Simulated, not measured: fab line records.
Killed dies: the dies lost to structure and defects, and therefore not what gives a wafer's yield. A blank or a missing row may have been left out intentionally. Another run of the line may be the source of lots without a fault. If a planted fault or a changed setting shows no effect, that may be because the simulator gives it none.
Matching of chambers    flow nand harc    4 sister chambers for NHARC_A_CONTACT_CMP_20 on cmp-04
The step polishes, t overpolish 30 s, target thk 300 nm. 24 wafers are shown with their chamber, then 12 later ones without.

WAFERS PAIRED WITH THEIR CHAMBERS
wafer   chamber  motor current A (A)  overpolish run s (s)  time to endpoint s (s)
L079.1  2        12.0                 30.013                60.0
L079.3  3        12.4                 30.010                56.4
L079.4  1        11.2                 30.007                64.3
L080.3  3        12.7                 29.986                63.7
L080.5  3        11.7                 30.005                64.1
L080.6  0        11.5                 30.000                62.3
L077.1  2        11.8                 29.994                60.3
L077.5  2        12.6                 29.998                61.5
L077.6  3        12.3                 29.987                60.7
L083.1  1        11.4                 30.005                61.3
L083.4  3        11.6                 29.994                57.4
L083.6  1        11.4                 29.978                60.8
L088.4  2        12.3                 30.015                59.5
L088.5  3        12.2                 30.015                57.6
L088.6  2        11.3                 29.997                59.3
L086.1  0        11.7                 29.972                57.2
L086.4  2        12.0                 30.002                59.0
L086.5  1        11.6                 30.021                59.7
L087.1  2        12.1                 30.007                59.4
L087.2  3        11.7                 29.990                58.1
L087.4  1        11.1                 30.001                58.9
L091.2  2        11.6                 30.010                58.2
L091.3  0        11.1                 29.989                59.6
L091.6  0        10.9                 30.000                60.1

SIGNATURES (averages over the wafers above)
reading             chamber 0  chamber 1  chamber 2  chamber 3  scatter within a chamber
motor current A     11.300     11.340     11.963     12.086     0.371
overpolish run s    29.99025   30.00240   30.00450   29.99814   0.0117
time to endpoint s  59.800     61.000     59.650     59.714     2.2
Rule: for a wafer and a chamber, the distance is found by dividing, reading by reading, the gap between the wafer's reading and the chamber's mean by the reading's scatter, squaring, summing and taking the root. The wafer belongs to the nearest chamber; if the next one is less than 2 further off, it can't be placed. The scatter: take each reading less its chamber's mean, square it, sum over the shown wafers, divide by the number of wafers less the number of chambers, and take the root.

WAFERS WITHOUT THEIR CHAMBER
wafer   motor current A (A)  overpolish run s (s)  time to endpoint s (s)
L093.1  11.1                 29.997                61.8
L093.2  12.1                 29.996                62.2
L093.4  10.9                 30.007                62.9
L093.3  11.7                 30.006                61.7
L093.5  11.4                 29.996                59.8
L093.6  11.5                 29.996                65.1
L095.3  12.4                 29.993                60.9
L095.5  11.1                 29.984                57.9
L095.6  11.6                 30.013                60.7
L097.1  11.6                 30.003                56.6
L097.2  12.5                 30.004                53.5
L097.4  11.4                 30.012                56.7

WHICH CHAMBER EACH ONE RAN IN
wafer   from the rows above                in truth
L093.1  can't be placed: 1 or 0 or 2 or 3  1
L093.2  can't be placed: 3 or 2 or 1 or 0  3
L093.4  can't be placed: 1 or 0 or 2       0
L093.3  can't be placed: 1 or 2 or 3 or 0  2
L093.5  can't be placed: 0 or 1 or 2 or 3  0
L093.6  can't be placed: 1 or 0 or 2 or 3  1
L095.3  can't be placed: 3 or 2 or 1 or 0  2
L095.5  can't be placed: 0 or 1 or 2 or 3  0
L095.6  can't be placed: 1 or 2 or 3 or 0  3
L097.1  can't be placed: 2 or 3 or 0 or 1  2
L097.2  can't be placed: 3 or 2 or 0 or 1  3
L097.4  can't be placed: 2 or 1 or 0 or 3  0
Placed correctly: 0 of 12. Cannot be placed on the basis of these rows: 12; the candidates contain the true chamber in 12. Number placed wrongly: 0.
